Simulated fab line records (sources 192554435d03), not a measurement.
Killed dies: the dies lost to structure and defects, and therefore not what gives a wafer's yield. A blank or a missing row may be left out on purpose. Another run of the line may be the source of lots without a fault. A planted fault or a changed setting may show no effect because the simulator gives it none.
The tool behind it: which one? ; flow n5_finfet ; 38 wafers from 13 lots sampled at 4 of the route's 1938 steps

## WHAT THE GAUGES SHOWED, per wafer
N5_HKMG_FIN_THK_MEAS_70: measures by xrf. Usual: for HK_THK the level is 1.613 nm and the standard deviation is 0.018.
lot;measured;on;HK_THK (nm);flag
L161;day 4 06:36;film_metro-01;1.597 1.592 1.619;
L162;day 4 06:41;film_metro-02;1.571 1.607 1.619;
L163;day 4 14:49;film_metro-01;1.605 1.613 1.616;
L164;day 5 00:59;film_metro-01;1.606 1.623 1.615;
L165;day 5 07:02;film_metro-02;1.629 1.604 1.598;
L166;day 5 11:23;film_metro-01;1.629 1.629 1.633;
L167;day 5 17:19;film_metro-02;1.647 1.603 1.606;
L168;day 5 20:19;film_metro-02;1.656 1.625 1.631;
L169;day 6 01:28;film_metro-01;1.598 1.608 1.588;
L170;day 6 07:58;film_metro-01;1.604 1.628 1.616;
L177;day 8 02:42;film_metro-01;1.615 1.600;
L181;day 9 08:34;film_metro-02;1.551 1.621 1.577;
L184;day 9 21:10;film_metro-01;1.613 1.619 1.628;

N5_HKMG_FIN_INSPECT_14: inspects for defects (macro). Usual: raw_defect_count 2.0, standard deviation 1.4.
lot;measured;on;raw_defect_count;flag
L161;day 4 07:31;defect_inspect-02;1 3 0;
L162;day 4 07:41;defect_inspect-02;1 3 3;
L163;day 4 15:45;defect_inspect-01;0 1 2;
L164;day 5 01:55;defect_inspect-01;4 5 3;
L165;day 5 07:58;defect_inspect-01;1 2 2;
L166;day 5 12:19;defect_inspect-02;1 6 2;
L167;day 5 18:14;defect_inspect-02;0 1 3;
L168;day 5 21:22;defect_inspect-02;2 2 2;
L169;day 6 02:16;defect_inspect-02;3 4 1;
L170;day 6 08:46;defect_inspect-02;1 5 0;
L177;day 8 03:38;defect_inspect-01;5 2;
L181;day 9 09:22;defect_inspect-02;0 0 5;
L184;day 9 21:58;defect_inspect-01;1 2 4;

## TOOL THAT RAN EACH LOT (tool first, then ch and the chambers of the sampled wafers, then the start)
lot;N5_HKMG_FIN_CVD_62;N5_HKMG_FIN_ALD_36
L161;thermal_cvd_si-01 ch 1,2, day 4 05:44;ald_metal-02 ch 1,2,3, day 4 06:19
L162;thermal_cvd_si-02 ch 1,2, day 4 05:53;ald_metal-04 ch 0,1,3, day 4 06:24
L163;thermal_cvd_si-02 ch 0,1,2, day 4 14:08;ald_metal-04 ch 0,1,2, day 4 14:32
L164;thermal_cvd_si-01 ch 0,1, day 4 23:43;ald_metal-04 ch 0,3, day 5 00:41
L165;thermal_cvd_si-02 ch 0,1,2, day 5 06:16;ald_metal-01 ch 0,2,3, day 5 06:46
L166;thermal_cvd_si-01 ch 0,2, day 5 10:41;ald_metal-02 ch 0,1,2, day 5 11:06
L167;thermal_cvd_si-02 ch 0,1,2, day 5 16:29;ald_metal-01 ch 0,1, day 5 17:02
L168;thermal_cvd_si-01 ch 0,1, day 5 19:38;ald_metal-01 ch 0,1,3, day 5 20:02
L169;thermal_cvd_si-02 ch 0,1, day 6 00:47;ald_metal-02 ch 2,3, day 6 01:11
L170;thermal_cvd_si-01 ch 0,1,2, day 6 07:17;ald_metal-04 ch 1,2,3, day 6 07:41
L177;thermal_cvd_si-02 ch 0,2, day 8 02:01;ald_metal-02 ch 1,3, day 8 02:25
L181;thermal_cvd_si-02 ch 0,1,2, day 9 07:52;ald_metal-01 ch 0,2, day 9 08:17
L184;thermal_cvd_si-01 ch 0,2, day 9 20:18;ald_metal-04 ch 2,3, day 9 20:53
- N5_HKMG_FIN_CVD_62: deposits a-Si from Si2H6, target thk 3 nm, time 20.8 s.
- N5_HKMG_FIN_ALD_36: deposits TiN, target thk 1 nm, pulse time 1 s, purge time 3 s.

## AS READ BY THE TOOLS THEMSELVES (means over the sampled wafers that have a number; for cases with no such wafer, the mark the record gives instead)
N5_HKMG_FIN_CVD_62. Usual: heater_power_w 1499 W, standard deviation 150.
lot;tool;heater_power_w (W);flag
L161;thermal_cvd_si-01;1652;
L162;thermal_cvd_si-02;1467;
L163;thermal_cvd_si-02;1447;
L164;thermal_cvd_si-01;1538;
L165;thermal_cvd_si-02;1440;
L166;thermal_cvd_si-01;1441;
L167;thermal_cvd_si-02;1460;
L168;thermal_cvd_si-01;1447;
L169;thermal_cvd_si-02;1453;
L170;thermal_cvd_si-01;1553;
L177;thermal_cvd_si-02;1568;
L181;thermal_cvd_si-02;1446;
L184;thermal_cvd_si-01;1571;

N5_HKMG_FIN_ALD_36. Usual: heater_power_w 895 W, standard deviation 96; precursor_pulse_height_rel 0.998, standard deviation 0.019.
lot;tool;heater_power_w (W);precursor_pulse_height_rel;flag
L161;ald_metal-02;840;0.975;
L162;ald_metal-04;881;1.012;
L163;ald_metal-04;991;0.990;
L164;ald_metal-04;899;0.988;
L165;ald_metal-01;834;1.014;
L166;ald_metal-02;878;0.990;
L167;ald_metal-01;921;1.014;
L168;ald_metal-01;925;1.012;
L169;ald_metal-02;821;1.003;
L170;ald_metal-04;932;0.995;
L177;ald_metal-02;864;0.983;
L181;ald_metal-01;815;0.978;
L184;ald_metal-04;1022;1.011;

## THE ANSWER, worked out from the rows above alone
Rule: a lot is off if the mean of its wafers that have a number lies more than 3 standard deviations from the usual mean. Also off: a lot with no number at a reading for which 4 or more lots have one. Where the step has rows for the other lots, those lots are counted as sound. The gauges are gone through in route order, then the tools' own readings, and for those a lot's mean is taken as printed above. At the first step where some lot is off, the reading lying furthest off is the one used; lots without a number count as furthest.
No lot is off at any reading shown: from this, nothing can be told.

## WHAT THE SIMULATOR PUT IN
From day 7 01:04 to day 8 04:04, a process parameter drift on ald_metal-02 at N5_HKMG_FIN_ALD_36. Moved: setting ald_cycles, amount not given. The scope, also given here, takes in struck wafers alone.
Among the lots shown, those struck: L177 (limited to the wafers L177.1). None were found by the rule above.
